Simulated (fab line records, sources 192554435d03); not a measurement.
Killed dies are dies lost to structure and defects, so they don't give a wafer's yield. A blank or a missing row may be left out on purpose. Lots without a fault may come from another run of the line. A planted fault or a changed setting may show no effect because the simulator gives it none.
Chamber matching | flow n5_finfet | N5_BEOL_M3_PRE_CLEAN_60 on cvd_co-02: 3 sister chambers
The step time 15 s. 20 wafers are shown with their chamber, then 10 later ones without.

WAFERS WITH THEIR CHAMBER
wafer  | chamber | heater_power_w (W)
L075.1 | 1       | 71
L075.2 | 2       | 86
L075.6 | 1       | 68
L079.2 | 0       | 53
L079.5 | 0       | 52
L079.6 | 2       | 86
L081.4 | 1       | 70
L081.5 | 0       | 52
L081.6 | 2       | 87
L086.2 | 0       | 52
L086.4 | 2       | 88
L086.5 | 1       | 73
L089.1 | 1       | 71
L089.5 | 0       | 54
L089.6 | 2       | 87
L090.1 | 0       | 53
L090.4 | 0       | 53
L090.6 | 1       | 72
L093.1 | 2       | 88
L093.3 | 0       | 52

SIGNATURES (means of the wafers above)
reading        | chamber 0 | chamber 1 | chamber 2 | scatter within a chamber
heater_power_w | 52.62     | 70.83     | 87.00     | 1.16
Rule: a wafer's distance from a chamber is the root of the sum, over the readings, of the square of ((its reading less the chamber's mean) divided by the reading's scatter). The wafer belongs to the nearest chamber; if the next one is less than 2 further off, it can't be placed. The scatter: the root of (the sum of the squares of (reading less its chamber's mean) over the shown wafers, divided by (wafers less chambers)).

WAFERS WITHOUT THEIR CHAMBER
wafer  | heater_power_w (W)
L093.6 | 53
L091.2 | 51
L091.3 | 88
L091.6 | 87
L095.2 | 72
L095.3 | 86
L095.6 | 52
L094.1 | 53
L094.2 | 86
L094.5 | 86

WHICH CHAMBER EACH WENT THROUGH
wafer  | from the rows above | in truth
L093.6 | 0                   | 0
L091.2 | 0                   | 0
L091.3 | 2                   | 2
L091.6 | 2                   | 2
L095.2 | 1                   | 1
L095.3 | 2                   | 2
L095.6 | 0                   | 0
L094.1 | 0                   | 0
L094.2 | 2                   | 2
L094.5 | 2                   | 2
Placed correctly: 10 of 10. Can't be placed from these rows: 0. Placed wrongly: 0.
